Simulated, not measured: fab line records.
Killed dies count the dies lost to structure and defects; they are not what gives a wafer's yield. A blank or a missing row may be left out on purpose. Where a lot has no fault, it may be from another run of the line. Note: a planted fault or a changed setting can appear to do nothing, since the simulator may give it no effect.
Chamber matching | flow n5-finfet | ald-sin-04 running N5_ILD0_LINER_00: 4 sister chambers
The step material SiNx, target thk 4 nm, pulse time 1 s, purge time 2 s. 8 wafers are shown with their chamber, then 8 later ones without.

## WAFERS PAIRED WITH THEIR CHAMBERS
wafer  | chamber | heater-power-w (W) | precursor-pulse-height-rel
L080.1 | 3       | 891                | 0.999
L080.4 | 0       | 760                | 1.008
L080.5 | 1       | 719                | 1.033
L080.6 | 2       | 887                | 0.987
L082.1 | 1       | 703                | 1.013
L082.3 | 0       | 766                | 0.965
L082.4 | 3       | 868                | 1.012
L087.3 | 2       | 889                | 0.990

## WAFERS MISSING THEIR CHAMBER
wafer  | heater-power-w (W) | precursor-pulse-height-rel
L087.5 | 725                | 1.029
L087.6 | 747                | 1.006
L091.1 | 876                | 0.999
L091.2 | 732                | 1.010
L091.6 | 750                | 1.001
L093.1 | 860                | 1.010
L093.3 | 717                | 1.032
L093.4 | 775                | 1.004

## WHICH CHAMBER EACH ONE RAN IN
wafer  | from the rows above     | in truth
L087.5 | 1                       | 1
L087.6 | can't be placed: 0 or 1 | 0
L091.1 | can't be placed: 3 or 2 | 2
L091.2 | can't be placed: 1 or 0 | 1
L091.6 | 0                       | 0
L093.1 | can't be placed: 3 or 2 | 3
L093.3 | 1                       | 1
L093.4 | 0                       | 0
Placed correctly: 4 of 8. Cannot be placed on the basis of these rows: 4; the candidates contain the true chamber in 4. Placed wrongly: 0.
How it was worked out, from the rows above alone: a wafer's distance from a chamber is the root of the sum, over the readings, of the square of ((its reading less the chamber's mean) divided by the reading's scatter). If the next closest chamber is less than 2 further off than the closest, the wafer can't be placed; otherwise it belongs to the closest. For every chamber, the mean is computed from those of its wafers that are shown. The scatter: the root of (the sum of the squares of (reading less its chamber's mean) over the shown wafers, divided by (wafers less chambers)).
